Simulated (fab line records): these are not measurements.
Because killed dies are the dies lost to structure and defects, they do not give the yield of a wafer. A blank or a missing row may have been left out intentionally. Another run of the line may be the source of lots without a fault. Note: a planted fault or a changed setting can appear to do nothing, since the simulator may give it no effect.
Chamber matching | flow nand_harc | rie_diel-11 running NHARC_A_STAIRCASE_ETCHBACK_157: 4 sister chambers
The step etches the open film in CH3F/O2, target depth 90 nm, time 167.14 s. 8 wafers are shown with their chamber, then 10 later ones without.

## WAFERS PAIRED WITH THEIR CHAMBERS
wafer  | chamber | drypump_motor_current_A (A) | showerhead_plenum_p_Torr (Torr)
L079.4 | 0       | 5.92                        | 2.30
L079.5 | 0       | 5.94                        | 2.30
L080.1 | 1       | 5.47                        | 2.31
L084.2 | 2       | 6.05                        | 2.64
L084.3 | 3       | 5.68                        | 2.41
L084.4 | 1       | 5.45                        | 2.31
L090.2 | 3       | 5.68                        | 2.40
L090.3 | 2       | 6.07                        | 2.64

## WAFERS WHOSE CHAMBER IS MISSING
wafer  | drypump_motor_current_A (A) | showerhead_plenum_p_Torr (Torr)
L090.5 | 5.47                        | 2.30
L091.1 | 5.95                        | 2.29
L091.4 | 5.48                        | 2.30
L091.6 | 5.97                        | 2.29
L096.1 | 6.07                        | 2.63
L096.2 | 5.96                        | 2.28
L096.5 | 6.08                        | 2.63
L096.3 | 5.69                        | 2.39
L096.4 | 5.48                        | 2.29
L096.6 | 5.70                        | 2.39

## THE CHAMBER EACH PASSED THROUGH
wafer  | from the rows above | in truth
L090.5 | 1                   | 1
L091.1 | 0                   | 0
L091.4 | 1                   | 1
L091.6 | 0                   | 0
L096.1 | 2                   | 2
L096.2 | 0                   | 0
L096.5 | 2                   | 2
L096.3 | 3                   | 3
L096.4 | 1                   | 1
L096.6 | 3                   | 3
Correctly placed: 10 of 10. From these rows, 0 cannot be placed. Placed wrongly: 0.
How it was worked out, from the rows above alone: a wafer's distance from a chamber is the root of the sum, over the readings, of the square of ((its reading less the chamber's mean) divided by the reading's scatter). The wafer belongs to the nearest chamber; if the next one is less than 2 further off, it can't be placed. A chamber's mean is the mean of its shown wafers. The scatter: the root of (the sum of the squares of (reading less its chamber's mean) over the shown wafers, divided by (wafers less chambers)).
